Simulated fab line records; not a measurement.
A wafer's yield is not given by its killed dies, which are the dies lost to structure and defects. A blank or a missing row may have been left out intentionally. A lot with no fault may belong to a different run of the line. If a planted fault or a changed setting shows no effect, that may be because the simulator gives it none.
fab line records	flow nand-harc	part 1 of 2: steps 1 to 29 of 39
record lots=5	wafers=15	last-day=25
route steps=1159 shown A_ZERO_WELL@392 A_SOURCE_PLATE@413 A_ONON_D1@424
lots that met no fault: taken from a fault-free run of the same line
start-h: hours from the record's opening day to when the first of the lot's shown wafers began	wait-h: how many hours have passed since the lot's step before this one	" same as the row above	L1.1+2: one row covering several wafers at once	- value missing, or start not given	* or withheld: withheld	< > ~ a bound
route shown NAME@n: NAME is a module with steps in the file, n the number in the route of the first one	usual: mean/standard deviation taken from wafers without a fault	same: alike in all rows	chamber/n: place in a boat	sites: the reading at each site	_std_site: the standard deviation of these	_edge_site: outer sites' mean less inner sites'	radius-mm: how far each site lies from the wafer's centre	mask NAME#n: copy n	behind: the last tool/chamber to shape the wafer	hold: why the lot was held/for how many hours/how that ended	device: whichever transistor did not switch (one of n, p or np)	end of line: the same wafers' tests at the end of the route	for a step that has no rows: nothing shown but its recipe	killed: not the wafer's yield, but the dies lost to structure and defects at the first sort	map: shows each die of a wafer: x if killed, . if not, _ if none is there
set.NAME: setting as actually run; set.NAME@STEP: the setting as run at that earlier step	model.NAME: the simulator's own value behind a step, which no gauge read
a table for each step, a row for each wafer; lots at some steps of the route
services: a tool's chamber out of use, with start hour (start-h, from the record's first day; less than 0 if before it), hours out, and reason
## steps
# step NHARC_A_ZERO_WELL_DEHYDRATE_02
# recipe temp-c=150	time-s=120
lot.wafer	tool	chamber	start-h	wait-h
L076.2+4+5	litho-track-07	0	151.92	-
L087.1+5+6	litho-track-03	0	223.96	-
L088.1+3+4	litho-track-05	0	230.68	-
L090.2+5+6	litho-track-05	0	236.30	-
L093.1+3+6	litho-track-07	0	245.65	-
# step NHARC_A_ZERO_WELL_HMDS_03
# recipe time-s=30
lot.wafer	tool	chamber	start-h	wait-h
L076.2+4+5	litho-track-07	0	-	-
L087.1+5+6	litho-track-03	0	-	-
L088.1+3+4	litho-track-05	0	-	-
L090.2+5+6	litho-track-05	0	-	-
L093.1+3+6	litho-track-07	0	-	-
# step NHARC_A_ZERO_WELL_COAT_18
# recipe temp-c=200	time-s=65
lot.wafer	tool	chamber	start-h	wait-h
L076.2+4+5	litho-track-07	0	-	-
L087.1+5+6	litho-track-03	0	-	-
L088.1+3+4	litho-track-05	0	-	-
L090.2+5+6	litho-track-05	0	-	-
L093.1+3+6	litho-track-07	0	-	-
# step NHARC_A_ZERO_WELL_COAT_04
# recipe spin-rpm=2000	resist-thk-nm=600
# usual spin-speed-rpm=2000.1/1.2
lot.wafer	tool	chamber	start-h	wait-h	spin-speed-rpm
L076.2	litho-track-07	0	-	-	2000.4
L076.4	"	0	"	"	1998.4
L076.5	"	0	"	"	1998.2
L087.1	litho-track-03	0	-	-	2000.7
L087.5	"	0	"	"	2000.2
L087.6	"	0	"	"	1998.2
L088.1	litho-track-05	0	-	-	2003.3
L088.3	"	0	"	"	2000.4
L088.4	"	0	"	"	2001.3
L090.2	litho-track-05	0	-	-	2000.3
L090.5	"	0	"	"	1997.8
L090.6	"	0	"	"	1998.0
L093.1	litho-track-07	0	-	-	2000.4
L093.3	"	0	"	"	2000.3
L093.6	"	0	"	"	2001.3
# step NHARC_A_ZERO_WELL_SOFTBAKE_05
# recipe temp-c=125	time-s=70
lot.wafer	tool	chamber	start-h	wait-h
L076.2+4+5	litho-track-07	0	-	-
L087.1+5+6	litho-track-03	0	-	-
L088.1+3+4	litho-track-05	0	-	-
L090.2+5+6	litho-track-05	0	-	-
L093.1+3+6	litho-track-07	0	-	-
# step NHARC_A_ZERO_WELL_EBR_06
lot.wafer	tool	chamber	start-h	wait-h
L076.2+4+5	litho-track-07	0	-	-
L087.1+5+6	litho-track-03	0	-	-
L088.1+3+4	litho-track-05	0	-	-
L090.2+5+6	litho-track-05	0	-	-
L093.1+3+6	litho-track-07	0	-	-
# step NHARC_A_ZERO_WELL_EXPOSE_07
# recipe na=0.55	dose-mj=33.85	mask-id=A_ZERO
lot.wafer	tool	chamber	start-h	wait-h	mask
L076.2+4+5	krf-scanner-01	0	152.22	-	A_ZERO#0
L087.1+5+6	krf-scanner-01	0	224.25	-	A_ZERO#0
L088.1+3+4	krf-scanner-03	0	230.97	-	A_ZERO#0
L090.2+5+6	krf-scanner-04	0	236.60	-	A_ZERO#0
L093.1+3+6	krf-scanner-04	0	245.82	-	A_ZERO#0
# step NHARC_A_ZERO_WELL_PEB_08
# recipe peb-temp-c=128	peb-time-s=80
lot.wafer	tool	chamber	start-h	wait-h
L076.2+4+5	litho-track-03	0	152.28	0.1
L087.1+5+6	litho-track-03	0	224.32	0.1
L088.1+3+4	litho-track-05	0	231.04	0.1
L090.2+5+6	litho-track-07	0	236.66	0.1
L093.1+3+6	litho-track-07	0	245.89	0.1
# step NHARC_A_ZERO_WELL_DEVELOP_09
# recipe time-s=50	dev-temp-c=22
lot.wafer	tool	chamber	start-h	wait-h
L076.2+4+5	litho-track-03	0	-	-
L087.1+5+6	litho-track-03	0	-	-
L088.1+3+4	litho-track-05	0	-	-
L090.2+5+6	litho-track-07	0	-	-
L093.1+3+6	litho-track-07	0	-	-
# step NHARC_A_ZERO_WELL_CD_MEAS_10
# recipe target-cd-nm=2000	landing-energy-ev=500
# usual cd-nm=2000.5/2.6
lot.wafer	tool	chamber	start-h	wait-h	cd-nm
L076.2	cd-sem-01	0	152.38	-	1996.3
L076.4	"	0	"	"	1998.7
L076.5	"	0	"	"	1998.5
L087.1	cd-sem-01	0	224.40	-	2001.3
L087.5	"	0	"	"	1998.5
L087.6	"	0	"	"	2002.2
L088.1	cd-sem-03	0	231.13	-	2003.5
L088.3	"	0	"	"	1999.8
L088.4	"	0	"	"	2002.0
L090.2	cd-sem-02	0	236.75	-	2004.5
L090.5	"	0	"	"	2001.3
L090.6	"	0	"	"	1998.3
L093.1	cd-sem-03	0	245.97	-	1999.0
L093.3	"	0	"	"	2003.5
L093.6	"	0	"	"	2001.5
# step NHARC_A_ZERO_WELL_HARDBAKE_11
# recipe temp-c=118	time-s=65
lot.wafer	tool	chamber	start-h	wait-h
L076.2+4+5	litho-track-07	0	152.47	-
L087.1+5+6	litho-track-03	0	224.50	-
L088.1+3+4	litho-track-05	0	231.21	-
L090.2+5+6	litho-track-07	0	236.83	-
L093.1+3+6	litho-track-05	0	246.05	-
# step NHARC_A_ZERO_WELL_DESCUM_12
# recipe time-s=3	o2-flow-sccm=200	ar-flow-sccm=0	bias-power-w=0	chemistry=O2
# usual chamber-pressure-mTorr=60.00/0.051	drypump-motor-current-A=5.7/0.42	oes-product-au=1.003/0.012	rf-vpp-V=57.7/0.98	showerhead-plenum-p-Torr=1.90/0.11	throttle-valve-pct=11.310/0.0088
lot.wafer	tool	chamber	start-h	wait-h	chamber-pressure-mTorr	drypump-motor-current-A	oes-product-au	rf-hours-counter-h	rf-vpp-V	showerhead-plenum-p-Torr	throttle-valve-pct
L076.4	rie-diel-06	0	152.55	-	60.03	5.3	1.000	5	58.6	1.99	11.294
L076.2	"	2	"	"	59.94	5.9	1.004	6	58.0	2.05	11.314
L076.5	"	1	"	"	60.10	5.9	1.019	-	56.2	1.78	11.306
L087.1	rie-diel-06	1	224.59	-	60.01	5.9	1.011	11	57.9	1.78	11.330
L087.5	"	0	"	"	60.04	5.3	0.988	-	57.8	1.99	11.321
L087.6	"	2	"	"	60.03	6.0	0.974	-	58.8	2.05	11.319
L088.3	rie-diel-06	1	231.28	-	60.09	5.9	1.021	11	58.6	1.78	11.302
L088.1	"	0	"	"	60.01	5.3	0.977	11	58.8	1.99	11.306
L088.4	"	0	"	"	60.02	5.3	1.002	-	57.8	1.99	11.301
L090.2	rie-diel-03	0	236.91	-	59.93	6.0	1.017	2	57.8	1.93	11.318
L090.5	"	3	"	"	59.93	6.0	1.013	-	57.9	1.79	11.311
L090.6	"	0	"	"	59.98	6.0	1.009	-	57.7	1.93	11.296
L093.3	rie-diel-03	3	246.15	-	59.92	6.0	1.012	3	59.1	1.79	11.300
L093.1	"	0	"	"	59.92	6.0	1.021	3	56.9	1.93	11.303
L093.6	"	1	"	"	59.99	5.7	1.029	-	55.9	1.78	11.308
# step NHARC_A_ZERO_WELL_ETCH_19
# recipe target-depth-a=800	overetch-a=240	time-s=87.88	ion-energy-ev=200	n2-flow-sccm=150	h2-flow-sccm=150	ar-flow-sccm=0	rf-w=400	bias-w=150	chemistry=N2/H2
# usual chamber-pressure-mTorr=29.999/0.027	drypump-motor-current-A=5.7/0.43	oes-product-au=1.002/0.012	rf-vpp-V=430/3.4	showerhead-plenum-p-Torr=2.03/0.12	throttle-valve-pct=14.172/0.0089
lot.wafer	tool	chamber	start-h	wait-h	chamber-pressure-mTorr	drypump-motor-current-A	oes-product-au	rf-hours-counter-h	rf-vpp-V	showerhead-plenum-p-Torr	throttle-valve-pct
L076.2	rie-diel-06	3	152.64	0.1	29.953	6.5	1.000	6	434	2.19	14.179
L076.4	"	1	"	"	30.012	5.9	1.008	6	427	1.90	14.180
L076.5	"	3	"	"	29.996	6.5	0.993	-	435	2.19	14.177
L087.1	rie-diel-06	2	224.69	0.1	30.002	6.0	0.988	11	435	2.19	14.170
L087.5	"	1	"	"	29.982	5.9	1.009	-	426	1.89	14.170
L087.6	"	2	"	"	30.013	6.0	0.991	-	433	2.19	14.169
L088.3	rie-diel-06	2	231.39	0.1	30.039	5.9	0.979	11	434	2.19	14.187
L088.1	"	1	"	"	30.021	5.9	1.017	11	427	1.89	14.167
L088.4	"	1	"	"	30.010	5.9	1.005	-	427	1.89	14.169
L090.2	rie-diel-03	3	236.99	0.1	30.010	5.9	1.008	1	427	1.90	14.166
L090.5	"	2	"	"	29.959	5.7	1.005	-	430	2.05	14.157
L090.6	"	3	"	"	30.033	5.9	1.003	-	426	1.90	14.177
L093.3	rie-diel-03	1	246.22	0.1	29.957	5.7	1.018	3	427	1.90	14.174
L093.1	"	2	"	"	29.987	5.6	0.998	3	432	2.05	14.170
L093.6	"	0	"	"	30.004	6.0	1.012	-	431	2.06	14.160
# step NHARC_A_ZERO_WELL_ETCH_13
# recipe target-depth-a=1200	time-s=40.1	hbr-flow-sccm=150	cl2-flow-sccm=50	rf-w=400	icp-w=400	bias-w=100	chemistry=HBr/Cl2
# usual chamber-pressure-mTorr=14.999/0.014	drypump-motor-current-A=5.9/0.57	oes-product-au=0.992/0.012	throttle-valve-pct=26.406/0.0092
lot.wafer	tool	chamber	start-h	wait-h	chamber-pressure-mTorr	drypump-motor-current-A	oes-product-au	rf-hours-counter-h	throttle-valve-pct
L076.2	rie-si-02	3	152.78	-	15.006	6.0	0.997	1.0	26.400
L076.4	"	0	"	"	15.003	6.1	0.971	0.8	26.408
L076.5	"	2	"	"	15.017	5.3	0.992	-	26.394
L087.1	rie-si-01	1	224.83	-	14.992	5.8	1.010	0.6	26.406
L087.5	"	0	"	"	15.006	6.1	0.995	-	26.406
L087.6	"	1	"	"	15.006	5.8	1.015	-	26.408
L088.4	rie-si-03	1	231.52	-	15.007	6.4	0.978	0.6	26.388
L088.3	"	3	"	"	14.988	5.5	0.994	0.5	26.404
L088.1	"	0	"	"	14.981	6.4	0.981	0.6	26.398
L090.2	rie-si-03	2	237.12	-	15.006	5.2	0.978	0.6	26.384
L090.5	"	1	"	"	14.985	6.4	0.995	-	26.402
L090.6	"	2	"	"	14.957	5.2	0.987	-	26.403
L093.3	rie-si-03	1	246.36	-	15.003	6.4	0.983	0.7	26.409
L093.1	"	2	"	"	15.009	5.2	0.986	0.6	26.420
L093.6	"	0	"	"	15.007	6.4	0.967	-	26.403
# step NHARC_A_ZERO_WELL_STRIP_14
# recipe time-s=900	temp-c=130	chemistry=SPM
lot.wafer	tool	chamber	start-h	wait-h
L076.5+4+2	wet-bench-05	7,1,2	152.91	-
L087.5+1+6	wet-bench-03	7,0,2	225.02	-
L088.3+1+4	wet-bench-03	1,2,3	231.67	-
L090.6+2+5	wet-bench-05	4,5,6	237.28	-
L093.3+1+6	wet-bench-03	4,0,1	246.49	-
# step NHARC_A_ZERO_WELL_IMPLANT_15
# recipe energy-kev=150	dose-cm2=1e+13	tilt-deg=7
# usual dose-ions-cm2=9.997e+12/9.7e+09
lot.wafer	tool	chamber	start-h	wait-h	dose-ions-cm2
L076.2	implanter-02	0	153.34	0.1	9.997e+12
L076.4	"	0	"	"	9.992e+12
L076.5	"	0	"	"	9.984e+12
L087.1	implanter-02	0	225.44	0.1	1.0013e+13
L087.5	"	0	"	"	1.0018e+13
L087.6	"	0	"	"	1e+13
L088.1	implanter-02	0	232.12	0.1	9.99e+12
L088.3	"	0	"	"	1.0007e+13
L088.4	"	0	"	"	9.987e+12
L090.2	implanter-01	0	237.69	0.1	1e+13
L090.5	"	0	"	"	9.997e+12
L090.6	"	0	"	"	9.994e+12
L093.1	implanter-01	0	246.91	0.1	9.986e+12
L093.3	"	0	"	"	1.0003e+13
L093.6	"	0	"	"	9.986e+12
# step NHARC_A_ZERO_WELL_PRECLEAN_22
# recipe time-s=60	temp-c=50	bath-age-min=0	chemistry=SC1
lot.wafer	tool	chamber	start-h	wait-h
L076.4+5+2	wet-bench-01	1,3,4	153.53	0.1
L087.1+5+6	wet-bench-05	4,5,1	225.65	0.2
L088.1+4+3	wet-bench-01	3,5,6	232.33	0.2
L090.5+2+6	wet-bench-03	1,2,6	237.87	0.1
L093.3+6+1	wet-bench-05	6,7,1	247.13	0.1
# step NHARC_A_ZERO_WELL_SRD_23
lot.wafer	tool	chamber	start-h	wait-h
L076.4+5+2	wet-bench-01	1,3,4	-	-
L087.1+5+6	wet-bench-05	4,5,1	-	-
L088.1+4+3	wet-bench-01	3,5,6	-	-
L090.5+2+6	wet-bench-03	1,2,6	-	-
L093.3+6+1	wet-bench-05	6,7,1	-	-
# step NHARC_A_ZERO_WELL_RTA_16
# recipe temp-c=1000	time-s=10
# usual lamp-power-pct=31.5/1.4	wafer_temp_C_max=1004.3/1.3
lot.wafer	tool	chamber	start-h	wait-h	lamp-power-pct	wafer_temp_C_max
L076.2	rtp-anneal-02	0	153.68	-	30.3	1002.7
L076.4	"	0	"	"	30.3	1002.9
L076.5	"	0	"	"	30.3	1003.2
L087.1	rtp-anneal-01	0	225.79	-	33.0	1004.0
L087.5	"	0	"	"	33.0	1005.7
L087.6	"	0	"	"	33.0	1005.0
L088.1	rtp-anneal-02	0	232.47	-	30.4	1002.9
L088.3	"	0	"	"	30.3	1003.8
L088.4	"	0	"	"	30.3	1003.4
L090.2	rtp-anneal-02	0	238.05	-	30.2	1002.2
L090.5	"	0	"	"	30.3	1002.0
L090.6	"	0	"	"	30.4	1003.9
L093.1	rtp-anneal-02	0	247.26	-	30.2	1003.4
L093.3	"	0	"	"	30.3	1003.5
L093.6	"	0	"	"	30.3	1003.0
# step NHARC_A_ZERO_WELL_INSPECT_17
# usual raw-defect-count=12/6.1
lot.wafer	tool	chamber	start-h	wait-h	raw-defect-count
L076.2	defect-inspect-01	-	153.85	0.1	10
L076.4	"	-	"	"	16
L076.5	"	-	"	"	6
L087.1	defect-inspect-01	-	225.99	0.2	7
L087.5	"	-	"	"	6
L087.6	"	-	"	"	16
L088.1	defect-inspect-01	-	232.84	0.3	6
L088.3	"	-	"	"	9
L088.4	"	-	"	"	12
L090.2	defect-inspect-01	-	238.21	0.1	12
L090.5	"	-	"	"	21
L090.6	"	-	"	"	15
L093.1	defect-inspect-02	-	247.45	0.2	4
L093.3	"	-	"	"	20
L093.6	"	-	"	"	7
# step NHARC_A_SOURCE_PLATE_PRECLEAN_00
# recipe time-s=60	chemistry=HF-LAST
lot.wafer	tool	chamber	start-h	wait-h
L076.4+5+2	wet-bench-04	5,6,7	153.92	0.1
L087.6+1+5	wet-bench-02	4,5,7	226.05	0.1
L088.3+4+1	wet-bench-04	0,2,5	232.89	0.0
L090.6+2+5	wet-bench-06	6,7,2	238.26	0.0
L093.6+1+3	wet-bench-06	0,2,3	247.51	0.1
# step NHARC_A_SOURCE_PLATE_SRD_01
lot.wafer	tool	chamber	start-h	wait-h
L076.4+5+2	wet-bench-04	5,6,7	-	-
L087.6+1+5	wet-bench-02	4,5,7	-	-
L088.3+4+1	wet-bench-04	0,2,5	-	-
L090.6+2+5	wet-bench-06	6,7,2	-	-
L093.6+1+3	wet-bench-06	0,2,3	-	-
# step NHARC_A_SOURCE_PLATE_OXIDE_02
# recipe target-thk-a=100	temp-c=900	ox-time-s=1362	material=SiO2
# usual spike-tc-bottom-C=919.5/2.1	spike-tc-top-C=909.8/2.4	zone-power-bottom-pct=29.0/1.5
lot.wafer	tool	chamber	start-h	wait-h	spike-tc-bottom-C	spike-tc-top-C	zone-power-bottom-pct
L076.2	furnace-06	0	157.82	-	917.3	911.0	27.8
L076.4	"	0	"	"	916.9	910.6	28.0
L076.5	"	0	"	"	918.2	911.0	27.6
L087.1	furnace-06	0	231.16	-	918.6	911.7	27.7
L087.5	"	0	"	"	916.1	911.6	27.6
L087.6	"	0	"	"	918.4	912.2	27.3
L088.1	furnace-02	0	237.04	-	923.3	907.7	30.9
L088.3	"	0	"	"	921.1	908.1	30.9
L088.4	"	0	"	"	921.4	906.7	31.3
L090.2	furnace-02	0	243.72	-	922.2	908.2	30.7
L090.5	"	0	"	"	922.8	905.9	31.1
L090.6	"	0	"	"	921.4	907.3	31.1
L093.1	furnace-02	0	253.36	-	922.4	907.4	31.3
L093.3	"	0	"	"	921.8	907.4	30.6
L093.6	"	0	"	"	921.0	907.8	30.8
# step NHARC_A_SOURCE_PLATE_THK_MEAS_09
# recipe thk-meas-gauge=ellipsometry
# usual thk-nm=9.9/0.95
lot.wafer	tool	chamber	start-h	wait-h	thk-nm
L076.2	film-metro-01	-	161.87	0.4	10.7
L076.4	"	-	"	"	10.2
L076.5	"	-	"	"	8.9
L087.1	film-metro-01	-	235.20	0.4	12.5
L087.5	"	-	"	"	10.3
L087.6	"	-	"	"	10.9
L088.1	film-metro-02	-	241.12	0.4	9.2
L088.3	"	-	"	"	9.2
L088.4	"	-	"	"	9.3
L090.2	film-metro-01	-	247.79	0.4	9.2
L090.5	"	-	"	"	8.5
L090.6	"	-	"	"	9.7
L093.1	film-metro-02	-	257.45	0.4	9.6
L093.3	"	-	"	"	10.6
L093.6	"	-	"	"	9.4
# step NHARC_A_SOURCE_PLATE_PVD_04
# recipe target-thk-a=500	material=WSi2
lot.wafer	tool	chamber	start-h	wait-h
L076.4+2+5	pvd-sputter-03	-	161.93	0.1
L087.1+6+5	pvd-sputter-02	-	235.31	0.1
L088.1+4+3	pvd-sputter-01	-	241.18	0.1
L090.2+6+5	pvd-sputter-01	-	247.85	0.1
L093.3+1+6	pvd-sputter-02	-	257.51	0.1
# step NHARC_A_SOURCE_PLATE_CVD_03
# recipe target-thk-a=2000	temp-c=620	pressure-mtorr=200	time-s=4000	material=poly-Si
# usual spike-tc-bottom-C=639.5/1.4	spike-tc-top-C=640.6/1.2	zone-power-bottom-pct=13.3/1
lot.wafer	tool	chamber	start-h	wait-h	spike-tc-bottom-C	spike-tc-top-C	zone-power-bottom-pct
L076.2	lpcvd-poly-04	0	164.44	-	639.0	640.8	12.3
L076.4	"	0	"	"	641.1	638.1	12.2
L076.5	"	0	"	"	640.4	640.5	12.4
L087.1	lpcvd-poly-01	0	237.94	-	639.6	639.0	14.7
L087.5	"	0	"	"	639.9	640.2	14.2
L087.6	"	0	"	"	641.2	642.4	13.8
L088.1	lpcvd-poly-01	0	243.87	-	639.7	642.4	14.3
L088.3	"	0	"	"	640.9	642.0	14.2
L088.4	"	0	"	"	639.7	640.9	14.2
L090.2	lpcvd-poly-01	0	250.53	-	640.2	640.3	14.2
L090.5	"	0	"	"	640.8	641.3	14.4
L090.6	"	0	"	"	640.5	639.1	14.3
L093.1	lpcvd-poly-04	0	260.02	-	639.8	640.6	12.1
L093.3	"	0	"	"	642.5	640.8	12.3
L093.6	"	0	"	"	639.4	640.8	12.3
# step NHARC_A_SOURCE_PLATE_ANNEAL_05
# recipe temp-c=850	time-s=1800
# usual spike-tc-bottom-C=871.0/2.1	spike-tc-top-C=859.7/2.4	zone-power-bottom-pct=26.4/1.4
lot.wafer	tool	chamber	start-h	wait-h	spike-tc-bottom-C	spike-tc-top-C	zone-power-bottom-pct
L076.2	furnace-06	0	171.08	3.5	868.3	861.7	24.9
L076.4	"	0	"	"	869.4	863.0	24.5
L076.5	"	0	"	"	868.8	862.3	25.1
L087.1	furnace-06	0	245.16	4.2	867.7	862.8	24.9
L087.5	"	0	"	"	868.4	860.6	24.3
L087.6	"	0	"	"	869.9	862.0	24.6
L088.1	furnace-06	0	250.49	3.5	866.9	862.3	25.0
L088.3	"	0	"	"	867.6	861.7	24.8
L088.4	"	0	"	"	868.7	862.5	25.0
L090.2	furnace-02	0	257.09	3.5	871.8	858.1	27.2
L090.5	"	0	"	"	871.6	857.3	27.3
L090.6	"	0	"	"	871.9	860.0	27.4
L093.1	furnace-02	0	266.30	3.2	872.2	858.7	27.8
L093.3	"	0	"	"	870.5	859.0	27.0
L093.6	"	0	"	"	873.8	858.6	27.8
# step NHARC_A_SOURCE_PLATE_THK_MEAS_06
# recipe thk-meas-gauge=ellipsometry
# usual thk-nm=200.1/2.1
lot.wafer	tool	chamber	start-h	wait-h	thk-nm
L076.2	film-metro-02	-	175.00	0.4	198.4
L076.4	"	-	"	"	200.8
L076.5	"	-	"	"	198.6
L087.1	film-metro-01	-	249.16	0.4	200.8
L087.5	"	-	"	"	200.0
L087.6	"	-	"	"	201.3
L088.1	film-metro-01	-	254.42	0.4	202.3
L088.3	"	-	"	"	199.0
L088.4	"	-	"	"	201.4
L090.2	film-metro-01	-	261.03	0.4	198.6
L090.5	"	-	"	"	199.3
L090.6	"	-	"	"	198.4
L093.1	film-metro-02	-	270.20	0.4	199.6
L093.3	"	-	"	"	198.6
L093.6	"	-	"	"	199.5
# step NHARC_A_SOURCE_PLATE_INSPECT_08
# usual raw-defect-count=63/30
lot.wafer	tool	chamber	start-h	wait-h	raw-defect-count
L076.2	defect-inspect-01	-	175.10	0.0	34
L076.4	"	-	"	"	35
L076.5	"	-	"	"	77
L087.1	defect-inspect-02	-	249.24	0.0	35
L087.5	"	-	"	"	64
L087.6	"	-	"	"	107
L088.1	defect-inspect-01	-	254.49	0.0	53
L088.3	"	-	"	"	88
L088.4	"	-	"	"	34
L090.2	defect-inspect-01	-	261.10	0.0	90
L090.5	"	-	"	"	81
L090.6	"	-	"	"	116
L093.1	defect-inspect-01	-	270.31	0.0	31
L093.3	"	-	"	"	28
L093.6	"	-	"	"	46
